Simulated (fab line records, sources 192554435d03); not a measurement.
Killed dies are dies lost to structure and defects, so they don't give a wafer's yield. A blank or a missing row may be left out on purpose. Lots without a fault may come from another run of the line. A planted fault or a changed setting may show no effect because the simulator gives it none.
Chamber matching | flow n5_finfet | N5_HKMG_FIN_STRIP_57 on rie_diel-03: 4 sister chambers
The step strips in CF4. 4 wafers are shown with their chamber, then 9 later ones without.

WAFERS WITH THEIR CHAMBER
wafer  | chamber | drypump_motor_current_A (A)
L078.1 | 2       | 5.7
L079.5 | 3       | 5.9
L086.4 | 0       | 5.0
L086.5 | 1       | 6.3

WAFERS WITHOUT THEIR CHAMBER
wafer  | drypump_motor_current_A (A)
L090.1 | 5.9
L090.4 | 6.3
L090.5 | 5.0
L093.1 | 5.0
L093.3 | 6.3
L093.4 | 5.7
L095.1 | 5.8
L095.4 | 5.0
L095.6 | 6.3

WHICH CHAMBER EACH WENT THROUGH
wafer  | from the rows above     | in truth
L090.1 | 3                       | 3
L090.4 | 1                       | 1
L090.5 | 0                       | 0
L093.1 | 0                       | 0
L093.3 | 1                       | 1
L093.4 | 2                       | 2
L095.1 | can't be placed: 2 or 3 | 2
L095.4 | 0                       | 0
L095.6 | 1                       | 1
Placed correctly: 8 of 9. Can't be placed from these rows: 1 (the true chamber is among the candidates in 1). Placed wrongly: 0.
How it was worked out, from the rows above alone: a wafer's distance from a chamber is the root of the sum, over the readings, of the square of ((its reading less the chamber's mean) divided by the reading's scatter). The wafer belongs to the nearest chamber; if the next one is less than 2 further off, it can't be placed. A chamber's mean is the mean of its shown wafers. The scatter: with one shown wafer a chamber, the root of the mean of the squares of how far each hidden wafer lies from its nearest shown one.
